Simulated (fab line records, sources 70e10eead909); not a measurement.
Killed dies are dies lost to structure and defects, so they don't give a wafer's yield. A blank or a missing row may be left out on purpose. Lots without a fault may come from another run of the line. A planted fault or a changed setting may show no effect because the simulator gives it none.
A struck lot beside a sound one | flow nand_harc | 15 steps out of a route of 1159
Sound: wafers L569.1, L569.3, L569.6. Struck: wafer L570.4. (L570.3, L570.5 of the same lot were not struck and are left out.) The cause comes at the end.
At each step with rows: each side's tool, then ch and its chambers, then its first start. Under that, the readings that differ: sound wafers | struck wafers | difference of the means | sigmas: that difference in standard deviations of wafers without a fault.
alike: readings whose means differ by less than 2 such deviations, and words and numbers that are the same on both sides. not compared: withheld readings, readings that some wafer has no value for, bounds like >300 that may hide the same value, and numbers for which the record gives no deviation and whose values overlap.
The two part at a step that has a row with sigmas, a row that says differs or no value, or rows on one side only. Numbers that don't overlap but have no deviation are shown without sigmas and don't part them. A reading that every wafer of one side lacks parts them only if that side has two wafers or more.

NHARC_A_M0_CD_MEAS_09: target cd 80 nm.
  sound on cd_sem-03 ch 0, day 23 21:49; struck on cd_sem-03 ch 0, day 25 03:20
  alike: cd_nm
NHARC_A_M0_OVL_MEAS_10: pitch 160 nm.
  sound on overlay-01, day 23 21:54; struck on overlay-02, day 25 03:26
  alike: overlay_x_nm, overlay_y_nm
NHARC_A_M0_INSPECT_11:
  sound on defect_inspect-02, day 23 21:56; struck on defect_inspect-02, day 25 03:28
  alike: raw_defect_count
NHARC_A_M0_DESCUM_14: chemistry O2, time 3 s.
  sound on rie_diel-09 ch 0,1,3, day 23 22:01; struck on rie_diel-03 ch 0, day 25 03:31
  reading                     | sound       | struck | difference | sigmas
  drypump_motor_current_A (A) | 6.3 6.2 5.0 | 4.7    | -1.1       | -2
  alike: oes_product_au, rf_vpp_V, showerhead_plenum_p_Torr, throttle_valve_pct
  not compared: rf_hours_counter_h
NHARC_A_M0_ETCH_34: etches the open film in N2/H2, target depth 40 nm, overetch 12 nm, time 43.94 s.
  sound on rie_diel-09 ch 0,2, day 23 22:05; struck on rie_diel-03 ch 1, day 25 03:38
  alike: drypump_motor_current_A, oes_product_au, rf_vpp_V, showerhead_plenum_p_Torr, throttle_valve_pct
  not compared: rf_hours_counter_h
then, 1 step without rows for these wafers: NHARC_A_M0_ETCH_15 (etches the open film in C4F8/Ar, target depth 150 nm, overetch 15 nm, time 82.5 s).
NHARC_A_M0_CD_MEAS_16:
  sound on cd_sem-02, day 23 22:18; struck on cd_sem-03, day 25 03:52
  alike: cd_nm
NHARC_A_M0_STRIP_18: strips in N2/H2.
  sound on rie_diel-08 ch 0,3, day 23 22:22; struck on rie_diel-08 ch 0, day 25 03:56
  reading                | sound                | struck | difference | sigmas
  throttle_valve_pct (%) | 14.182 14.171 14.178 | 14.152 | -0.025     | -3
  alike: drypump_motor_current_A, oes_product_au, power_w, rf_vpp_V, showerhead_plenum_p_Torr
  not compared: rf_hours_counter_h
then, 1 step without rows for these wafers: NHARC_A_M0_STRIP_19 (strips in post etch residue remover, time 600 s).
NHARC_A_M0_DEGAS_28: time 60 s.
  sound on pvd_sputter-01, day 23 22:56; struck on pvd_sputter-01, day 25 04:29
  alike: heater_power_w
NHARC_A_M0_PRE_CLEAN_29: time 30 s.
  sound on pvd_sputter-01; struck on pvd_sputter-01
  alike: heater_power_w
then, 1 step without rows for these wafers: NHARC_A_M0_PVD_20 (deposits TaN, target thk 5 nm, time 8.06 s).
NHARC_A_M0_PVD_21: deposits Cu, target thk 30 nm, time 20.49 s.
  sound on pvd_sputter-01, day 23 23:10; struck on pvd_sputter-01, day 25 04:43
  reading                | sound                | struck | difference | sigmas
  cathode_dc_power_W (W) | 4999.6 5000.4 5000.1 | 5182.3 | +182.3     | +99 or more
  alike: throttle_valve_pct
then, 1 step without rows for these wafers: NHARC_A_M0_ECD_22 (material Cu, target thk 400 nm).
NHARC_END_SORT_01:
  the record has rows for the struck wafers here (prober-02 ch 0, day 27 01:32) and none for the sound ones

WHERE THEY PART
First at NHARC_A_M0_DESCUM_14; last, within this record, at NHARC_END_SORT_01.

WHY: what the simulator had put in
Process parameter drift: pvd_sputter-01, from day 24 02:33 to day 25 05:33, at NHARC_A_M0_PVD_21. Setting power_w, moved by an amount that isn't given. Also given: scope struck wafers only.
